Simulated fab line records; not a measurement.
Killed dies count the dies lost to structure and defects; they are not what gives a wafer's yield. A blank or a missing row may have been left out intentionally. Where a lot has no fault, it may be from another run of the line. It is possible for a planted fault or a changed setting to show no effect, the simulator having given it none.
Which tool was responsible? -- flow n5-finfet -- 9 lots, 25 wafers sampled, at 5 steps of a route of 1938

== WHAT THE GAUGES SHOWED, per wafer ==
N5_BEOL_M4_RC_MEAS_101.
lot,measured,on,DIBL_N (mV/V)
L658,day 7 21:37,prober-02,35.4 34.5 34.0
L661,day 8 14:39,prober-02,35.5 34.7
L666,day 9 17:02,prober-01,36.0 36.4 36.3
L669,day 10 20:29,prober-01,37.3 34.3 36.1
L671,day 11 07:04,prober-01,35.1 34.1
L673,day 11 17:20,prober-01,37.1 37.1 37.4
L678,day 12 19:22,prober-01,35.7 33.7 36.3
L680,day 13 12:37,prober-02,36.8 38.7 39.1
L681,day 13 15:45,prober-02,34.6 34.9 35.7

== WHICH TOOL RAN EACH LOT (tool, then ch and the chambers of the sampled wafers, then the start) ==
lot,N5_MOL_CONTACT_COAG_ETCH_47,N5_MOL_CONTACT_COAG_ETCH_67,N5_MOL_CONTACT_COAG_VIA_ETCH_117,N5_MOL_CONTACT_COAG_CMP_52
L658,"rie-diel-02 ch 0,3, day 5 04:55","rie-diel-05 ch 0,1, day 5 06:14","rie-diel-05 ch 0,1, day 5 06:22","cmp-01 ch 0,3, day 5 07:10"
L661,"rie-diel-02 ch 2, day 6 02:05","rie-diel-06 ch 1,2, day 6 03:27","rie-diel-06 ch 1,2, day 6 03:35","cmp-04 ch 2,3, day 6 04:28"
L666,"rie-diel-02 ch 1,2,3, day 7 02:47","rie-diel-06 ch 0,2,3, day 7 04:24","rie-diel-06 ch 0,2,3, day 7 04:31","cmp-04 ch 0,2,3, day 7 05:27"
L669,"rie-diel-06 ch 0,3, day 8 05:12","rie-diel-05 ch 1,2, day 8 06:35","rie-diel-05 ch 1,2, day 8 06:43","cmp-04 ch 1,2,3, day 8 07:35"
L671,"rie-diel-06 ch 1,2, day 8 12:27","rie-diel-05 ch 0,1, day 8 13:49","rie-diel-05 ch 0,1, day 8 13:56","cmp-04 ch 1,3, day 8 14:49"
L673,"rie-diel-06 ch 0,2,3, day 9 00:50","rie-diel-05 ch 1,2, day 9 01:59","rie-diel-05 ch 1,2, day 9 02:07","cmp-01 ch 0,1,2, day 9 03:00"
L678,"rie-diel-02 ch 1,2,3, day 10 07:57","rie-diel-05 ch 0,1,2, day 10 09:26","rie-diel-05 ch 0,1,2, day 10 09:33","cmp-04 ch 1,2,3, day 10 10:24"
L680,"rie-diel-06 ch 1,2, day 10 14:37","rie-diel-05 ch 2,3, day 10 15:45","rie-diel-05 ch 2,3, day 10 15:53","cmp-02 ch 0,1,2, day 10 16:46"
L681,"rie-diel-05 ch 0,1,3, day 10 18:19","rie-diel-06 ch 2,3, day 10 19:37","rie-diel-06 ch 2,3, day 10 19:45","cmp-01 ch 0,2, day 10 20:39"
- N5_MOL_CONTACT_COAG_ETCH_47: etches SiNx in CH3F/O2, stops on W, target depth 27 nm.
- N5_MOL_CONTACT_COAG_ETCH_67: etches SOC in N2/H2, target depth 60 nm, overetch 21 nm, time 101.2 s.
- N5_MOL_CONTACT_COAG_VIA_ETCH_117: etches SiO2 in C4F6/O2, target depth 40 nm, overetch 8 nm, time 26 s.
- N5_MOL_CONTACT_COAG_CMP_52: polishes, stops on SiO2, t overpolish 1.5 s, target thk 66.5 nm.

== THE ANSWER, worked out from the rows above alone ==
Rule: the lots themselves supply what counts as usual. The widest of any qualifying gaps counts: lots, ordered by their means at a reading, are off when they make up no more than a third of the lots, leave a main group of 4 or more, and stand apart from it by 3 or more times the standard deviation of that group's means. A main group is skipped when, at the precision printed for the reading in the tables above, its means are all equal. A lot without any number at a reading at which 4 lots or more have one is off too. All remaining lots with rows at the step are treated as sound.
Across all readings shown, no lot is off: no conclusion can be drawn from this.

== WHAT WAS PUT IN BY THE SIMULATOR ==
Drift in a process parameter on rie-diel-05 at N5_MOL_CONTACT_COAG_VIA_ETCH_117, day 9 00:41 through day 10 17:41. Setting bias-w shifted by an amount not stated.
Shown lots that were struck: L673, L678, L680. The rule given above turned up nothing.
